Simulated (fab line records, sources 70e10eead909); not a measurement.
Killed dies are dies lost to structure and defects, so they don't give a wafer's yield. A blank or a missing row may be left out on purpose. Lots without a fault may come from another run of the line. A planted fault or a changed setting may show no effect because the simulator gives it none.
Problem report in the 8D (eight disciplines) form, filled by code | flow nand_harc | the parts of the form that need people (team, actions taken, sign-off) are left out

1. THE PROBLEM
cd_nm at NHARC_P_M2_CD_MEAS_09 reads a mean of 187.8 nm on 4 wafers of 2 lots; wafers without a fault read 170.0 nm with a standard deviation of 0.47. That is +38 standard deviations from the usual mean.
The step: target cd 170 nm.
First seen on wafer L293.1, day 9 13:01, on cd_sem-03. The record holds 42 wafers of 14 lots with a number at this step. Rule for "out", or "out of limits": more than 4 standard deviations from the usual mean. The other wafers with a number count as sound.

2. WHAT IT IS AND WHAT IT IS NOT
question                    | is                             | is not
which readings at this step | cd_nm                          | -
which lots                  | L293, L296                     | L281, L282, L283, L284, L286, L287, L288, L289, L295, L300, L302, L303
which wafers of those lots  | L293.1, L293.2, L296.1, L296.5 | L293.4, L296.4
read on which gauges        | cd_sem-01, cd_sem-03           | cd_sem-02
when                        | from day 9 13:01               | up to then (28 sound wafers); but 10 sound wafers of L296, L300, L302, L303 came after

3. SUSPECTS, AND WHAT RULES EACH OUT
Counting: a tool at a process step up to the reading stays a suspect if it ran every lot that is out. Sound lots after the first of them don't rule it out here, since some wafers of a struck lot are sound.
- the gauge at NHARC_P_M2_CD_MEAS_09: ruled out. The wafers that are out were read on 2 gauges (cd_sem-01, cd_sem-03).
- rie_diel-11 at NHARC_P_M1_STRIP_18 (strips in N2/H2): kept. It ran every lot that is out, first L293 (day 9 09:16); its last sound lot up to then is L286 (day 6 23:05).
- litho_track-01 at NHARC_P_M2_PEB_07 (peb time 65 s): kept. It ran every lot that is out, first L293 (day 9 12:56); its last sound lot up to then is L288 (day 8 00:49).
Left after counting: rie_diel-11 at NHARC_P_M1_STRIP_18, litho_track-01 at NHARC_P_M2_PEB_07.

4. THE CAUSE (what the simulator had put in)
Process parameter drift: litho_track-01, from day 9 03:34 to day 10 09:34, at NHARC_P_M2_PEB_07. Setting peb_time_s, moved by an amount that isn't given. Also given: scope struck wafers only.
Counting left 2 suspects, and this tool is among them.

5. THE CHAIN OF EFFECTS, in route order
Each row: a reading whose mean over the struck wafers that have a number lies more than 3 standard deviations from the usual. Only readings for which the record gives a usual standard deviation are gone through. hours: the time from each lot's start at the first step in this table that gives one to its start at this step, as a median over the lots. sigmas: the change in usual standard deviations.
hours | step                  | reading | usual    | on struck wafers | change | sigmas
0     | NHARC_P_M2_CD_MEAS_09 | cd_nm   | 170.0 nm | 187.8            | +17.8  | +38
Later measuring or inspecting steps at which every struck wafer that the step has a row for has a number for every such reading, and none has moved that far: NHARC_P_M2_OVL_MEAS_10.

6. WHAT WOULD HAVE CAUGHT IT SOONER
In this record the first reading out of limits at a measuring or inspecting step was taken at day 9 13:01, 9 hours after the fault began at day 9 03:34.
Of the tool readings at NHARC_P_M2_PEB_07 for which the record gives a usual standard deviation, none was out on any struck wafer, so an alarm limit of 4 standard deviations on them would not have fired.
Of the lots that are out (2), L296 began NHARC_P_M2_PEB_07 on litho_track-01 after day 9 13:01. A hold on the tool at that time would have spared it.
